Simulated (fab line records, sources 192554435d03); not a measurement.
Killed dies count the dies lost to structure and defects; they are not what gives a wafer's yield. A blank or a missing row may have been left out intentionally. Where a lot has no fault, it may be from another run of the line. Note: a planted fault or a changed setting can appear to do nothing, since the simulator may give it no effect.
Struck lot and sound lot, side by side -- flow n5_finfet -- 16 steps out of a route of 1938
Sound: wafers L893.1, L893.3, L893.5. Struck: wafer L886.5 (left out: L886.1, a lot-mate that was not struck); the cause follows at the end.
Order at every step that has rows: each side's tool, ch and its chambers, its first start. Under that, the readings that differ: sound wafers -- struck wafers -- difference of the means -- sigmas: that difference in standard deviations of wafers without a fault.
alike: words and numbers the same on both sides, and readings whose means are apart by under 2 such deviations; not compared: readings that were withheld, readings missing a value for some wafer, numbers with overlapping values and no deviation given by the record, and bounds like >300 which may hide the same value.
The two part at a step that has a row with sigmas, a row that says differs or no value, or rows on one side only. Non-overlapping numbers with no deviation appear without sigmas and do not part them. A reading that every wafer of one side lacks parts them only if that side has two wafers or more.

first, 3 steps without rows for these wafers: N5_BEOL_M0_DEGAS_112 (time 60 s); N5_BEOL_M0_PRE_CLEAN_113 (time 30 s); N5_BEOL_M0_ALD_136 (deposits TaN, pulse time 2 s, purge time 3 s, co reactant purge time 2 s).
N5_BEOL_M0_SURFACE_TREAT_137:
  sound on pvd_sputter-02 at day 10 00:53; struck on pvd_sputter-01 at day 8 04:43
  not compared: throttle_valve_pct
then, 1 step without rows for these wafers: N5_BEOL_M0_CVD_115 (deposits Co from CCTBA/H2, time 120 s).
N5_BEOL_M0_SPUTTER_116: material Cu, target thk 4 nm, time 7.37 s.
  sound on pvd_sputter-02 at day 10 01:12; struck on pvd_sputter-01 at day 8 04:58
  alike: throttle_valve_pct
N5_BEOL_M0_ANNEAL_117: time 60 s.
  sound on pvd_sputter-02 at day 10 01:17; struck on pvd_sputter-01 at day 8 05:02
  alike: heater_power_w
N5_BEOL_M0_SPUTTER_132: material Cu, target thk 4 nm, time 7.37 s.
  sound on pvd_sputter-02 at day 10 01:19; struck on pvd_sputter-01 at day 8 05:05
  alike: throttle_valve_pct
then, 2 steps without rows for these wafers: N5_BEOL_M0_ANNEAL_133 (time 60 s); N5_BEOL_M0_SPUTTER_134 (material Cu, target thk 4 nm, time 7.37 s).
N5_BEOL_M0_ANNEAL_135: time 60 s.
  sound on pvd_sputter-02 at day 10 01:31; struck on pvd_sputter-01 at day 8 05:17
  alike: heater_power_w
then, 1 step without rows for these wafers: N5_BEOL_M0_SPUTTER_141 (material Cu, target thk 4 nm, time 7.37 s).
N5_BEOL_M0_ECD_118: material Cu, target thk 300 nm.
  sound on ecd_cu-02 ch 0,1, day 10 01:41; struck on ecd_cu-01 ch 1, day 8 05:26
reading,sound,struck,difference,sigmas
model.Cu_of_BEOL_M0_ECD_118.thk_nm (nm),294.2 298.6 295.6,438.6,+142.5,
then, 1 step without rows for these wafers: N5_BEOL_M0_ANNEAL_119 (time 90 s).
N5_BEOL_M0_CMP_120: polishes, stops on SiOC, t overpolish 6.9 s.
  sound on cmp-01 ch 0,2,3, day 10 02:37; struck on cmp-02 ch 1, day 8 05:55
reading,sound,struck,difference,sigmas
time_to_endpoint_s (s),60 62 62,100,+39,+12
  alike: head_pressure_psi, motor_current_A, slurry_flow_ml_min
-- the record jumps here: 2 days lie between the struck wafers' starts before and after (it left off in module BEOL_M0 and takes up again in module BEOL_M4, whose first step shown is number 1111 of the route) --
N5_BEOL_M4_RC_MEAS_101:
  sound on prober-02 ch 0, day 11 20:39; struck on prober-01 ch 0, day 10 09:54
reading,sound,struck,difference,sigmas
ION_P (uA/um),445 440 450,469,+24,+3
SS_N (mV/dec),71.3 71.7 72.4,70.3,-1.5,-2
VT_P (mV),-255 -259 -254,-249,+7,+2
  alike: DIBL_N, DIBL_P, IOFF_N, IOFF_P, ION_N, SS_P, VT_N

## WHERE THEY PART
At N5_BEOL_M0_CMP_120 first; at N5_BEOL_M4_RC_MEAS_101 last (within this record only).

WHY: what the simulator had put in
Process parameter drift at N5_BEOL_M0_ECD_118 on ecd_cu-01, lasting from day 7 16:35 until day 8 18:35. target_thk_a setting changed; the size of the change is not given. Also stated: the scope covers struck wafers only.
